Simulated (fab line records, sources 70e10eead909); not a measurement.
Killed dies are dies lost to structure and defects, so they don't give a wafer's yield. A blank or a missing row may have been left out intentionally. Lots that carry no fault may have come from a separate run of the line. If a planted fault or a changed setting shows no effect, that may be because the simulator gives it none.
Chamber matching | flow nand-harc | 4 sister chambers for NHARC_A_WL_FILL_ALD_00 on ald-hk-03
The step deposits Al2O3, target thk 3 nm, pulse time 3 s, ald cycles 30. 4 wafers are shown with their chamber, then 12 later ones without.

== EACH WAFER AND ITS CHAMBER ==
wafer  | chamber | heater-power-w (W)
L089.5 | 1       | 516
L089.6 | 2       | 480
L091.5 | 3       | 432
L091.6 | 0       | 477

== WAFERS WITH NO CHAMBER GIVEN ==
wafer  | heater-power-w (W)
L092.1 | 430
L092.3 | 471
L092.4 | 507
L093.1 | 519
L093.3 | 498
L093.4 | 494
L094.1 | 483
L094.3 | 430
L094.6 | 473
L096.1 | 479
L096.2 | 486
L096.3 | 500

== WHICH CHAMBER EACH WENT THROUGH ==
wafer  | from the rows above          | in truth
L092.1 | 3                            | 3
L092.3 | can't be placed: 0 or 2      | 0
L092.4 | 1                            | 1
L093.1 | 1                            | 1
L093.3 | can't be placed: 1 or 2 or 0 | 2
L093.4 | can't be placed: 2 or 0 or 1 | 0
L094.1 | can't be placed: 2 or 0      | 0
L094.3 | 3                            | 3
L094.6 | can't be placed: 0 or 2      | 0
L096.1 | can't be placed: 2 or 0      | 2
L096.2 | can't be placed: 2 or 0      | 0
L096.3 | can't be placed: 1 or 2 or 0 | 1
Correct placement for 4 of the 12. Not placeable from these rows: 8 (in 8, the candidates include the true chamber). Number placed wrongly: 0.
How it was worked out, from the rows above alone: a wafer's distance from a chamber is the root of the sum, over the readings, of the square of ((its reading less the chamber's mean) divided by the reading's scatter). If the next closest chamber is less than 2 further off than the closest, the wafer can't be placed; otherwise it belongs to the closest. A chamber's mean is the mean of its shown wafers. The scatter (one wafer shown for each chamber): square how far every hidden wafer sits from the nearest shown wafer, average those squares and take the square root.
